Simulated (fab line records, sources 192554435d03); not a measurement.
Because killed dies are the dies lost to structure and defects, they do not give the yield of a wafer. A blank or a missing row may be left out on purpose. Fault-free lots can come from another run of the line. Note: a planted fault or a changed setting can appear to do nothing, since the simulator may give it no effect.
Matching of chambers -- flow n5 finfet -- rie diel-05 running N5_BEOL_M6_STRIP_19: 4 sister chambers
The step strips in O2. 16 wafers are shown with their chamber, then 8 later ones without.

## WAFERS, EACH WITH ITS CHAMBER
wafer,chamber,showerhead plenum p Torr (Torr),drypump motor current A (A),throttle valve pct (%)
L082.4,2,2.09,6.13,16.77
L082.5,1,2.12,5.81,16.14
L082.6,2,2.09,6.12,16.76
L081.2,0,2.12,5.56,16.50
L081.3,3,2.05,5.90,16.45
L081.5,3,2.05,5.90,16.45
L086.2,3,2.05,5.91,16.46
L086.3,1,2.12,5.81,16.14
L086.4,0,2.12,5.59,16.55
L088.2,0,2.11,5.58,16.57
L088.5,1,2.12,5.80,16.16
L088.6,2,2.09,6.12,16.79
L087.1,0,2.11,5.60,16.56
L087.2,1,2.12,5.81,16.15
L087.6,2,2.09,6.15,16.81
L089.2,2,2.09,6.16,16.83

SIGNATURES (averages over the wafers above)
reading,chamber 0,chamber 1,chamber 2,chamber 3,scatter within a chamber
showerhead plenum p Torr,2.1150,2.1200,2.0900,2.0500,0.00289
drypump motor current A,5.5825,5.8075,6.1360,5.9033,0.014
throttle valve pct,16.5450,16.1475,16.7920,16.4533,0.0233
Rule: a wafer's distance from a chamber is the root of the sum, over the readings, of the square of ((its reading less the chamber's mean) divided by the reading's scatter). The wafer belongs to the nearest chamber; if the next one is less than 2 further off, it can't be placed. The scatter: take each reading less its chamber's mean, square it, sum over the shown wafers, divide by the number of wafers less the number of chambers, and take the root.

## WAFERS WITH NO CHAMBER GIVEN
wafer,showerhead plenum p Torr (Torr),drypump motor current A (A),throttle valve pct (%)
L089.4,2.11,5.80,16.16
L089.5,2.04,5.91,16.49
L094.1,2.11,5.80,16.21
L094.2,2.04,5.92,16.53
L094.3,2.08,6.15,16.84
L096.3,2.11,5.61,16.58
L096.5,2.11,5.60,16.59
L096.6,2.04,5.89,16.53

## WHICH CHAMBER EACH WENT THROUGH
wafer,from the rows above,in truth
L089.4,1,1
L089.5,3,3
L094.1,1,1
L094.2,3,3
L094.3,2,2
L096.3,0,0
L096.5,0,0
L096.6,3,3
8 of 8 placed correctly. Not placeable from these rows: 0. 0 placed wrongly.
